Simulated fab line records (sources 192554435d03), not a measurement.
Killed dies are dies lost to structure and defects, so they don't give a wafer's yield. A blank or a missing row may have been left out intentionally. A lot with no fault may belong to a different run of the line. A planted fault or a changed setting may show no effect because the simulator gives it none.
fab line records	flow n5_finfet
record: lots: 7	wafers: 39
route steps=1938 shown FIN_SAQP@100 DUMMY_GATE@220 SD_EPI_N@279 HKMG_FIN@449 BEOL_M0_SAQP@663 BEOL_M3@931
start_h: start of the lot's first displayed wafer, in hours after the record's first day	wait_h: how many hours have passed since the lot's step before this one	" repeats the value in the row above	L1.1+2: several wafers, shown together as one row	- value missing, or start not given	* or withheld: withheld	< > ~ a bound
route shown NAME@n: a module of which the file shows steps, and the number in the route of the first	usual: the fault-free wafers' mean and standard deviation	same: alike in all rows	chamber/n: place in a boat	sites: each site's reading	_std_site: their standard deviation	_edge_site: the outer-site mean with the inner-site mean subtracted	radius_mm: for every site, how far away it sits from the centre of the wafer	mask NAME#n: copy n	behind: the tool/chamber that last shaped the wafer	hold: the reason the lot was held/the length of the hold in hours/how it ended	device: transistor that didn't switch, given as n, p or np	end of line: the same wafers' tests at the end of the route	a step with no rows: only its recipe	killed: at the first sort, the dies lost to defects and structure; wafer yield is something else	map: per-die view of a wafer (x killed, . not killed, _ where there is no die)
set.NAME: the setting that was run; set.NAME@STEP: the one run at that earlier step	model.NAME: the simulator's own value behind a step, which no gauge read
lots whose settings were changed on purpose; a table a step, a row a wafer
== steps ==
step: N5_FIN_SAQP_PECVD_06
recipe: material: a-Si	target_thk_a: 600	temp_c: 400	precursor: SiH4/He	pressure_torr: 3	rf_w: 100	time_s: 48.1
lot.wafer	tool	chamber	start_h	wait_h	set.time_s	model.a-Si_of_FIN_SAQP_PECVD_06.thk_nm
L074.1	pecvd-01	0	21.46	0.0	48.1	60.06
L074.2	"	2	"	"	48.1	59.39
L074.3	"	1	"	"	48.1	58.83
L074.4	"	2	"	"	48.1	59.83
L074.5	"	0	"	"	48.1	60.69
L074.6	"	1	"	"	48.1	60.35
L075.1	pecvd-04	0	27.82	0.0	58.71	73.02
L075.2	"	2	"	"	58.71	71.85
L075.3	"	1	"	"	58.71	72.99
L075.4	"	0	"	"	48.1	60.94
L075.5	"	1	"	"	48.1	60.34
L075.6	"	2	"	"	48.1	60.29
L077.1+3	pecvd-02	0,1	39.23	0.0	48.1	58.54
L077.2+5	"	2,0	"	"	48.1	59.66
L077.4	"	2	"	"	48.1	59.49
L077.6	"	1	"	"	48.1	59.47
L082.1	pecvd-02	2	68.78	0.0	48.1	58.95
L082.2	"	0	"	"	21.56	24.06
L082.3	"	1	"	"	48.1	58.02
L082.4	"	1	"	"	21.56	25.17
L082.5	"	2	"	"	48.1	59.31
L082.6	"	0	"	"	21.56	24.98
L083.1	pecvd-01	0	76.62	0.0	48.1	58.36
L083.2	"	1	"	"	48.1	58.52
L083.3	"	2	"	"	48.1	58.05
L083.4	"	1	"	"	48.1	59.47
L083.5	"	0	"	"	48.1	59.6
L083.6	"	2	"	"	48.1	58.9
L086.1	pecvd-04	2	93.59	0.0	39.51	48.31
L086.2	"	1	"	"	48.1	60.94
L086.3	"	0	"	"	39.51	48.44
L086.4	"	2	"	"	48.1	60.33
L086.5	"	0	"	"	48.1	60.57
L086.6	"	1	"	"	39.51	50.31
L093.3	pecvd-01	0	135.95	0.0	48.1	58.97
L093.4	"	1	"	"	48.1	59.32
L093.6	"	2	"	"	48.1	59.27
step: N5_FIN_SAQP_THK_MEAS_07
usual: thk_nm: 59.6/0.87
lot.wafer	tool	chamber	start_h	wait_h	set.time_s@FIN_SAQP_PECVD_06	thk_nm
L074.1	film_metro-01	-	21.55	0.1	48.1	60.1
L074.2	"	-	"	"	48.1	59.4
L074.3	"	-	"	"	48.1	58.8
L074.4	"	-	"	"	48.1	59.8
L074.5	"	-	"	"	48.1	60.8
L074.6	"	-	"	"	48.1	60.3
L075.1	film_metro-01	-	27.91	0.1	58.71	73.0
L075.2	"	-	"	"	58.71	71.9
L075.3	"	-	"	"	58.71	73.0
L075.4	"	-	"	"	48.1	61.0
L075.5	"	-	"	"	48.1	60.3
L075.6	"	-	"	"	48.1	60.3
L077.1	film_metro-01	-	39.32	0.1	48.1	58.5
L077.2	"	-	"	"	48.1	59.7
L077.3	"	-	"	"	48.1	58.5
L077.4	"	-	"	"	48.1	59.4
L077.5	"	-	"	"	48.1	59.6
L077.6	"	-	"	"	48.1	59.5
L082.1	film_metro-02	-	68.87	0.1	48.1	59.0
L082.2	"	-	"	"	21.56	24.1
L082.3	"	-	"	"	48.1	58.0
L082.4	"	-	"	"	21.56	25.2
L082.5	"	-	"	"	48.1	59.3
L082.6	"	-	"	"	21.56	25.0
L083.1	film_metro-02	-	76.71	0.1	48.1	58.3
L083.2	"	-	"	"	48.1	58.5
L083.3	"	-	"	"	48.1	58.0
L083.4	"	-	"	"	48.1	59.4
L083.5	"	-	"	"	48.1	59.6
L083.6	"	-	"	"	48.1	58.9
L086.1	film_metro-01	-	93.68	0.1	39.51	48.3
L086.2	"	-	"	"	48.1	60.9
L086.3	"	-	"	"	39.51	48.4
L086.4	"	-	"	"	48.1	60.4
L086.5	"	-	"	"	48.1	60.6
L086.6	"	-	"	"	39.51	50.3
L093.3	film_metro-02	-	136.04	0.1	48.1	58.9
L093.4	"	-	"	"	48.1	59.3
L093.6	"	-	"	"	48.1	59.3
step: N5_FIN_SAQP_HM_DEP_72
recipe: material: SiO2	target_thk_a: 120	temp_c: 400	precursor: SiH4/N2O	pressure_torr: 0.75	rf_w: 275	time_s: 7.2
step: N5_FIN_SAQP_COAT_49
recipe: resist: SOC	temp_c: 250	time_s: 60	spin_rpm: 1500	resist_thk_nm: 100
step: N5_FIN_SAQP_HM_OPEN_73
recipe: chemistry: CHF3/O2	target: SiO2	stop_on: a-Si	target_depth_a: 120	over_etch_frac: 1.8	mask_material: SOC	time_s: 16.8	pressure_mtorr: 30	source_w: 650	bias_w: 170	Ar_flow_sccm: 200	CHF3_flow_sccm: 50	O2_flow_sccm: 5	ion_energy_ev: 200	ends: end_point
step: N5_FIN_SAQP_STRIP_74
recipe: chemistry: CHF3/O2	resist: SiARC	rf_frequency_hz: 6e+07
step: N5_FIN_SAQP_MANDREL_ETCH_22
recipe: target_depth_a: 600	chemistry: HBr/Cl2	target: a-Si	stop_on: SiNx	bt_time_s: 10	over_etch_frac: 0.5	time_s: 30	pressure_mtorr: 10	icp_w: 800	bias_w: 75	HBr_flow_sccm: 150	Cl2_flow_sccm: 80	ends: end_point
usual: oes_product_au: 0.771/0.017
lot.wafer	tool	chamber	start_h	wait_h	set.time_s@FIN_SAQP_PECVD_06	oes_product_au	model.etch.depth_nm
L074.1	rie_si-02	1	22.68	0.0	48.1	0.794	60.06
L074.2	"	3	"	"	48.1	0.757	59.39
L074.3	"	2	"	"	48.1	0.780	58.83
L074.4	"	0	"	"	48.1	0.769	59.83
L074.5	"	3	"	"	48.1	0.771	60.69
L074.6	"	0	"	"	48.1	0.775	60.35
L075.1	rie_si-02	2	28.65	0.0	58.71	0.885	72.99
L075.2	"	1	"	"	58.71	0.882	71.83
L075.3	"	0	"	"	58.71	0.872	72.99
L075.4	"	3	"	"	48.1	0.769	60.94
L075.5	"	2	"	"	48.1	0.785	60.32
L075.6	"	3	"	"	48.1	0.770	60.29
L077.1	rie_si-01	3	40.58	0.0	48.1	0.770	58.47
L077.2	"	2	"	"	48.1	0.779	59.66
L077.3	"	1	"	"	48.1	0.759	58.54
L077.4	"	0	"	"	48.1	0.732	59.46
L077.5	"	2	"	"	48.1	0.787	59.63
L077.6	"	1	"	"	48.1	0.771	59.47
L082.1	rie_si-01	2	70.06	0.0	48.1	0.783	58.95
L082.2	"	0	"	"	21.56	0.472	24.03
L082.3	"	1	"	"	48.1	0.762	58.02
L082.4	"	3	"	"	21.56	0.510	25.15
L082.5	"	3	"	"	48.1	0.776	59.31
L082.6	"	2	"	"	21.56	0.505	24.98
L083.1	rie_si-01	1	77.57	0.0	48.1	0.756	58.36
L083.2	"	2	"	"	48.1	0.769	58.52
L083.3	"	0	"	"	48.1	0.719	58.02
L083.4	"	3	"	"	48.1	0.769	59.4
L083.5	"	0	"	"	48.1	0.730	59.6
L083.6	"	1	"	"	48.1	0.761	58.87
L086.1	rie_si-01	2	94.60	0.0	39.51	0.689	48.31
L086.2	"	1	"	"	48.1	0.797	60.94
L086.3	"	0	"	"	39.51	0.656	48.42
L086.4	"	3	"	"	48.1	0.788	60.31
L086.5	"	0	"	"	48.1	0.751	60.57
L086.6	"	3	"	"	39.51	0.711	50.28
L093.3	rie_si-05	1	137.05	0.0	48.1	0.766	58.91
L093.4	"	0	"	"	48.1	0.774	59.32
L093.6	"	0	"	"	48.1	0.776	59.27
step: N5_DUMMY_GATE_HM_DEP_06
recipe: material: SiNx	target_thk_a: 800	precursor: DCS/NH3	temp_c: 700	pressure_mtorr: 300	time_s: 5141
lot.wafer	tool	chamber	start_h	wait_h	set.time_s	model.SiNx_of_DUMMY_GATE_HM_DEP_06.thk_nm
L074.1	-	-	-	0.0	3545	55.6
L074.2+3	"	-	"	"	3545	56.4
L074.4	"	-	"	"	3545	55.8
L074.5+6	"	-	"	"	3545	56.2
L075.1	-	-	-	0.0	7523	117
L075.2	"	-	"	"	7523	115.8
L075.3	"	-	"	"	7523	116.8
L075.4+5+6	"	-	"	"	7523	116.4
L077.1+2	-	-	-	0.0	6518	101.2
L077.3	"	-	"	"	6518	100.4
L077.4+6	"	-	"	"	6518	100.8
L077.5	"	-	"	"	6518	100
L082.1	-	-	-	0.0	7257	111.6
L082.2+4+5+6	"	-	"	"	7257	111.4
L082.3	"	-	"	"	7257	111
L083.1+3	-	-	-	0.0	2931	45.4
L083.2+5	"	-	"	"	2931	46.2
L083.4	"	-	"	"	2931	45.8
L083.6	"	-	"	"	2931	45.6
L086.1	-	-	-	0.0	6203	94.8
L086.2+4	"	-	"	"	6203	95.4
L086.3	"	-	"	"	6203	95
L086.5+6	"	-	"	"	6203	95.6
L093.3	lpcvd-02	0/50	158.80	0.0	5141	81.2
L093.4	"	0/54	"	"	5141	81.6
L093.6	"	0/64	"	"	5141	81
step: N5_SD_EPI_N_ETCH_16
recipe: chemistry: CHF3/O2	target: SiO2	target_depth_a: 50	mask_material: SOC	pressure_mtorr: 30	source_w: 650	bias_w: 170	Ar_flow_sccm: 200	CHF3_flow_sccm: 50	O2_flow_sccm: 5	ion_energy_ev: 200
lot.wafer	tool	chamber	start_h	wait_h	set.target_depth_a	model.etch.depth_nm	model.SiARC_of_SD_EPI_N_COAT_33.thk_nm
L074.1	rie_diel-04	0	50.11	0.1	50	5.001	12.4
L074.2	"	2	"	"	50	4.971	12.6
L074.3	"	1	"	"	50	5.002	12.2
L074.4	"	3	"	"	50	4.874	12.8
L074.5	"	2	"	"	50	4.983	12.4
L074.6	"	1	"	"	50	4.999	12.2
L075.1	rie_diel-04	2	56.74	0.1	23.89	2.394	14.4
L075.2	"	0	"	"	50	4.979	12.6
L075.3	"	3	"	"	23.89	2.327	14.8
L075.4	"	1	"	"	50	5.035	12.4
L075.5	"	1	"	"	50	5.058	12.4
L075.6	"	0	"	"	23.89	2.398	14.4
L077.1	rie_diel-04	1	67.31	0.1	50	5.006	12.2
L077.2	"	3	"	"	50	4.827	12.6
L077.3	"	2	"	"	50	4.988	12.4
L077.4	"	0	"	"	50	5.011	12.2
L077.5	"	3	"	"	50	4.908	12.6
L077.6	"	2	"	"	50	5.008	12.4
L082.1	rie_diel-04	2	99.34	0.1	71.6	7.146	11.2
L082.2	"	3	"	"	71.6	7.05	11.4
L082.3	"	1	"	"	50	4.993	12.6
L082.4	"	2	"	"	71.6	7.155	11.4
L082.5	"	3	"	"	50	4.892	13
L082.6	"	1	"	"	50	4.988	12.6
L083.1	rie_diel-06	3	107.58	0.1	50	4.979	13
L083.2	"	1	"	"	50	5.036	12.2
L083.3	"	0	"	"	24.37	2.373	15
L083.4	"	2	"	"	24.37	2.415	14.6
L083.5	"	3	"	"	24.37	2.398	14.8
L083.6	"	0	"	"	50	4.864	13.2
L086.1	rie_diel-04	1	127.33	0.1	64.6	6.418	11.2
L086.2	"	2	"	"	50	4.875	12.8
L086.3	"	3	"	"	64.6	6.246	11.6
L086.4	"	0	"	"	64.6	6.561	10.8
L086.5	"	1	"	"	50	4.944	12.2
L086.6	"	2	"	"	50	4.902	12.6
L093.3	rie_diel-01	1	168.25	0.1	50	4.894	13
L093.4	"	0	"	"	50	4.991	12.6
L093.6	"	2	"	"	50	4.893	12.8
step: N5_HKMG_FIN_ALD_71
recipe: material: TiN	target_thk_a: 10	temp_c: 400	ald_precursor_family: TiCl4	ald_co_reactant: NH3	pulse_time_s: 1	purge_time_s: 3	co_reactant_purge_time_s: 2	co_reactant_pulse_time_s: 2	ald_cycles: 47	pressure_torr: 3
lot.wafer	tool	chamber	start_h	wait_h	set.ald_cycles	model.TiN_of_HKMG_FIN_ALD_71.thk_nm
L074.1+2+6	ald_metal-02	2,3,0	76.68	0.0	21	0.4
L074.3+4+5	"	1,0,3	"	"	47	1
L075.1+3+5	ald_metal-01	3,0,0	83.26	0.0	47	1
L075.2	"	2	"	"	62	1.2
L075.4+6	"	3,2	"	"	62	1.4
L077.1+2+4	ald_metal-03	2,3,1	94.72	0.0	47	1
L077.3+5+6	"	0,3,2	"	"	72	1.6
L082.1+2+3	ald_metal-03	2,0,3	128.77	0.0	47	1
L082.4	"	1	"	"	32	0.8
L082.5+6	"	2,1	"	"	32	0.6
L083.1+2+4	ald_metal-01	1,2,3	135.15	0.0	67	1.4
L083.3+5+6	"	0,3,2	"	"	47	1
L086.1+5+6	ald_metal-02	2,2,1	154.58	0.0	47	1
L086.2+3+4	"	1,3,0	"	"	72	1.6
L093.3+4+6	ald_metal-03	2,0,1	196.02	0.0	47	1
step: N5_BEOL_M0_SAQP_SPACER1_ALD_98
recipe: material: SiO2	target_thk_a: 128	temp_c: 300	ald_precursor_family: BDEAS	ald_co_reactant: O2-plasma	pulse_time_s: 1	purge_time_s: 2	co_reactant_purge_time_s: 2	ald_cycles: 138	pressure_torr: 2
lot.wafer	tool	chamber	start_h	wait_h	set.ald_cycles	model.SiO2_of_BEOL_M0_SAQP_SPACER1_ALD_98.thk_nm
L074.1+5+6	ald_sin-01	3,2,1	111.84	0.8	70	6.4
L074.2+3+4	"	0,1,2	"	"	138	12.8
L075.1+2+6	ald_sin-03	1,0,1	118.02	0.3	138	12.8
L075.3+4	"	3	"	"	100	9.4
L075.5	"	0	"	"	100	9.2
L077.1+2+3	ald_sin-01	0,1,3	126.87	0.3	138	12.8
L077.4+5+6	"	2,0,1	"	"	71	6.6
L082.1+3+6	ald_sin-01	1,3,2	163.36	1.3	96	8.8
L082.2+4+5	"	0,2,1	"	"	138	12.6
L083.1+2+3	ald_sin-02	2,3,0	163.69	0.9	138	12.8
L083.4+5+6	"	1,1,0	"	"	80	7.4
L086.1+5	ald_sin-01	1,3	184.98	1.7	96	9
L086.2+3+6	"	3,0,1	"	"	138	12.8
L086.4	"	0	"	"	96	8.8
L093.3+4+6	ald_sin-03	1,2,0	224.85	0.1	138	12.8
step: N5_BEOL_M0_SAQP_SPACER1_ETCHBACK_99
recipe: chemistry: CHF3/O2	mode: anisotropic_etchback	target: SiO2	target_depth_a: 154	time_s: 7.7	pressure_mtorr: 30	source_w: 650	bias_w: 170	Ar_flow_sccm: 200	CHF3_flow_sccm: 50	O2_flow_sccm: 5	ion_energy_ev: 200
step: N5_BEOL_M0_SAQP_MANDREL1_REMOVE_100
recipe: chemistry: HBr/Cl2/O2	bt_time_s: 10	target: a-Si	stop_on: SiNx	endpoint: OES-SiCl	over_etch_frac: 0.85	icp_w: 600	bias_w: 30	HBr_flow_sccm: 150	Cl2_flow_sccm: 80	O2_flow_sccm: 5	pressure_mtorr: 10
lot.wafer	tool	chamber	start_h	wait_h	set.ald_cycles@BEOL_M0_SAQP_SPACER1_ALD_98	model.BEOL_M0_SAQP.cd_nm	model.SiO2_of_BEOL_M0_SAQP_SPACER1_ALD_98.thk_nm
L074.1+5+6	rie_si-04	3,1,0	112.43	0.1	70	6.4	3
L074.2	"	2	"	"	138	13	7.4
L074.3+4	"	0,1	"	"	138	12.8	7.4
L075.1+2+6	rie_si-04	0,1,2	118.59	0.1	138	12.8	7.4
L075.3	"	2	"	"	100	9.4	4.2
L075.4+5	"	1,0	"	"	100	9.2	4.2
L077.1	rie_si-04	2	127.43	0.1	138	13	7.4
L077.2+3	"	1,0	"	"	138	12.8	7.4
L077.4	"	1	"	"	71	6.4	3
L077.5+6	"	2,0	"	"	71	6.6	3
L082.1+3+6	rie_si-06	1,2,0	163.93	0.1	96	8.8	4
L082.2+5	"	0,2	"	"	138	12.6	7.2
L082.4	"	1	"	"	138	12.6	7.4
L083.1+2	rie_si-04	3,1	164.47	0.1	138	12.8	7.4
L083.3	"	2	"	"	138	13	7.4
L083.4+5	"	0	"	"	80	7.4	3.4
L083.6	"	1	"	"	80	7.2	3.4
L086.1	rie_si-04	0	185.54	0.1	96	9	4
L086.2+3+6	"	3,1,1	"	"	138	12.8	7.4
L086.4	"	2	"	"	96	9.2	4
L086.5	"	0	"	"	96	9	4.2
L093.3+6	rie_si-04	2	225.42	0.1	138	13	7.4
L093.4	"	0	"	"	138	12.8	7.4
step: N5_BEOL_M0_SAQP_CD_MEAS_25
recipe: target_cd_nm: 13.1	landing_energy_ev: 1000	detector: se_inlens
usual: cd_nm: 12.81/0.22
lot.wafer	tool	chamber	start_h	wait_h	set.ald_cycles@BEOL_M0_SAQP_SPACER1_ALD_98	cd_nm
L074.1	cd_sem-03	0	112.54	0.1	70	6.49
L074.2	"	0	"	"	138	13.08
L074.3	"	0	"	"	138	12.46
L074.4	"	0	"	"	138	12.35
L074.5	"	0	"	"	70	6.95
L074.6	"	0	"	"	70	6.51
L075.1	cd_sem-01	0	118.70	0.1	138	12.83
L075.2	"	0	"	"	138	12.78
L075.3	"	0	"	"	100	9.37
L075.4	"	0	"	"	100	9.44
L075.5	"	0	"	"	100	9.06
L075.6	"	0	"	"	138	12.54
L077.1	cd_sem-02	0	127.54	0.1	138	12.72
L077.2	"	0	"	"	138	12.81
L077.3	"	0	"	"	138	12.95
L077.4	"	0	"	"	71	6.72
L077.5	"	0	"	"	71	6.73
L077.6	"	0	"	"	71	6.65
L082.1	cd_sem-02	0	164.04	0.1	96	8.77
L082.2	"	0	"	"	138	12.69
L082.3	"	0	"	"	96	8.91
L082.4	"	0	"	"	138	12.89
L082.5	"	0	"	"	138	12.42
L082.6	"	0	"	"	96	8.69
L083.1	cd_sem-03	0	164.58	0.1	138	12.78
L083.2	"	0	"	"	138	12.58
L083.3	"	0	"	"	138	13.05
L083.4	"	0	"	"	80	7.70
L083.5	"	0	"	"	80	7.06
L083.6	"	0	"	"	80	7.19
L086.1	cd_sem-01	0	185.65	0.1	96	8.87
L086.2	"	0	"	"	138	12.59
L086.3	"	0	"	"	138	12.37
L086.4	"	0	"	"	96	9.35
L086.5	"	0	"	"	96	8.71
L086.6	"	0	"	"	138	12.84
L093.3	cd_sem-02	0	225.53	0.1	138	12.91
L093.4	"	0	"	"	138	12.78
L093.6	"	0	"	"	138	13.10
step: N5_BEOL_M3_ILD_DEP_00
recipe: material: SiOC	target_thk_a: 790	temp_c: 350	precursor: DEMS/O2	pressure_torr: 5	rf_w: 500	time_s: 15.3
lot.wafer	tool	chamber	start_h	wait_h	set.target_thk_a	model.SiOC_of_BEOL_M3_ILD_DEP_00.thk_nm
L074.1	pecvd-04	0	152.96	0.0	790	77.4
L074.2	"	2	"	"	790	76.8
L074.3+4	"	1,0	"	"	790	78.2
L074.5	"	1	"	"	790	79.4
L074.6	"	2	"	"	790	79
L075.1+2+6	pecvd-04	2,0,0	156.72	0.0	790	78.6
L075.3	"	1	"	"	790	78.4
L075.4	"	1	"	"	790	81
L075.5	"	2	"	"	790	79.4
L077.1	pecvd-04	0	177.72	0.0	790	78
L077.2	"	2	"	"	790	78.2
L077.3	"	1	"	"	790	78.8
L077.4	"	0	"	"	790	79.6
L077.5	"	2	"	"	790	80.4
L077.6	"	1	"	"	790	80
L082.1	pecvd-03	0	196.55	0.0	363.3	37
L082.2	"	2	"	"	790	78.4
L082.3	"	1	"	"	363.3	35.6
L082.4	"	1	"	"	363.3	36.8
L082.5	"	2	"	"	790	78.6
L082.6	"	0	"	"	790	81.2
L083.1	pecvd-03	0	235.33	0.0	790	79.4
L083.2	"	2	"	"	790	78.6
L083.3	"	1	"	"	1189	117.6
L083.4	"	2	"	"	1189	118.6
L083.5	"	0	"	"	790	80
L083.6	"	1	"	"	1189	119.6
L086.1	pecvd-03	2	244.27	0.0	790	76.6
L086.2	"	0	"	"	403.4	39.8
L086.3	"	0	"	"	790	79.6
L086.4	"	2	"	"	403.4	39.2
L086.5	"	0	"	"	790	80.8
L086.6	"	2	"	"	403.4	39
L093.3	pecvd-04	1	277.54	0.0	790	78.4
L093.4	"	1	"	"	790	78.6
L093.6	"	2	"	"	790	81.2
step: N5_BEOL_M3_THK_MEAS_01
recipe: reads: SiOC_of_BEOL_M3_ILD_DEP_00
usual: M3_ILD_THK: 79.1/1.1
lot.wafer	tool	chamber	start_h	wait_h	set.target_thk_a@BEOL_M3_ILD_DEP_00	M3_ILD_THK[nm]
L074.1	film_metro-01	-	153.02	0.0	790	77.4
L074.2	"	-	"	"	790	76.7
L074.3	"	-	"	"	790	78.0
L074.4	"	-	"	"	790	78.3
L074.5	"	-	"	"	790	79.3
L074.6	"	-	"	"	790	78.9
L075.1	film_metro-01	-	156.79	0.0	790	78.5
L075.2	"	-	"	"	790	78.6
L075.3	"	-	"	"	790	78.5
L075.4	"	-	"	"	790	81.0
L075.5	"	-	"	"	790	79.4
L075.6	"	-	"	"	790	78.6
L077.1	film_metro-02	-	177.78	0.0	790	78.0
L077.2	"	-	"	"	790	78.3
L077.3	"	-	"	"	790	78.8
L077.4	"	-	"	"	790	79.6
L077.5	"	-	"	"	790	80.5
L077.6	"	-	"	"	790	80.0
L082.1	film_metro-01	-	196.61	0.0	363.3	36.9
L082.2	"	-	"	"	790	78.4
L082.3	"	-	"	"	363.3	35.5
L082.4	"	-	"	"	363.3	36.9
L082.5	"	-	"	"	790	78.7
L082.6	"	-	"	"	790	81.0
L083.1	film_metro-02	-	235.40	0.0	790	79.3
L083.2	"	-	"	"	790	78.5
L083.3	"	-	"	"	1189	117.6
L083.4	"	-	"	"	1189	118.6
L083.5	"	-	"	"	790	80.0
L083.6	"	-	"	"	1189	119.6
L086.1	film_metro-02	-	244.36	0.1	790	76.5
L086.2	"	-	"	"	403.4	39.8
L086.3	"	-	"	"	790	79.6
L086.4	"	-	"	"	403.4	39.2
L086.5	"	-	"	"	790	80.7
L086.6	"	-	"	"	403.4	39.0
L093.3	film_metro-02	-	277.61	0.1	790	78.4
L093.4	"	-	"	"	790	78.5
L093.6	"	-	"	"	790	81.3
== key ==
split: step: N5_FIN_SAQP_PECVD_06	setting: time_s	stated: 48.1	by: wafer
response: step: N5_FIN_SAQP_PECVD_06	reading: model.a-Si_of_FIN_SAQP_PECVD_06.thk_nm	change: +0.611	per: 1%	r: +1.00
response: step: N5_FIN_SAQP_THK_MEAS_07	reading: thk_nm	change: *	per: 1%	r: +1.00
response: step: N5_FIN_SAQP_MANDREL_ETCH_22	reading: oes_product_au	change: +0.00502	per: 1%	r: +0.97
response: step: N5_FIN_SAQP_MANDREL_ETCH_22	reading: model.etch.depth_nm	change: +0.611	per: 1%	r: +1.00
split: step: N5_DUMMY_GATE_HM_DEP_06	setting: time_s	stated: 5141	by: lot
response: step: N5_DUMMY_GATE_HM_DEP_06	reading: model.SiNx_of_DUMMY_GATE_HM_DEP_06.thk_nm	change: +0.779	per: 1%	r: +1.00
split: step: N5_SD_EPI_N_ETCH_16	setting: target_depth_a	stated: 50	by: wafer
response: step: N5_SD_EPI_N_ETCH_16	reading: model.etch.depth_nm	change: +0.0504	per: 1%	r: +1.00
response: step: N5_SD_EPI_N_ETCH_16	reading: model.SiARC_of_SD_EPI_N_COAT_33.thk_nm	change: -0.0384	per: 1%	r: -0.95
split: step: N5_HKMG_FIN_ALD_71	setting: ald_cycles	stated: 47	by: wafer
response: step: N5_HKMG_FIN_ALD_71	reading: model.TiN_of_HKMG_FIN_ALD_71.thk_nm	change: +0.0108	per: 1%	r: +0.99
split: step: N5_BEOL_M0_SAQP_SPACER1_ALD_98	setting: ald_cycles	stated: 138	by: wafer
response: step: N5_BEOL_M0_SAQP_SPACER1_ALD_98	reading: model.SiO2_of_BEOL_M0_SAQP_SPACER1_ALD_98.thk_nm	change: +0.128	per: 1%	r: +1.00
response: step: N5_BEOL_M0_SAQP_MANDREL1_REMOVE_100	reading: model.BEOL_M0_SAQP.cd_nm	change: +0.129	per: 1%	r: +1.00
response: step: N5_BEOL_M0_SAQP_MANDREL1_REMOVE_100	reading: model.SiO2_of_BEOL_M0_SAQP_SPACER1_ALD_98.thk_nm	change: +0.0969	per: 1%	r: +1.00
response: step: N5_BEOL_M0_SAQP_CD_MEAS_25	reading: cd_nm	change: +0.125	per: 1%	r: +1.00
split: step: N5_BEOL_M3_ILD_DEP_00	setting: target_thk_a	stated: 790	by: wafer
response: step: N5_BEOL_M3_ILD_DEP_00	reading: model.SiOC_of_BEOL_M3_ILD_DEP_00.thk_nm	change: +0.794	per: 1%	r: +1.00
response: step: N5_BEOL_M3_THK_MEAS_01	reading: M3_ILD_THK	change: +0.794	per: 1%	r: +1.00
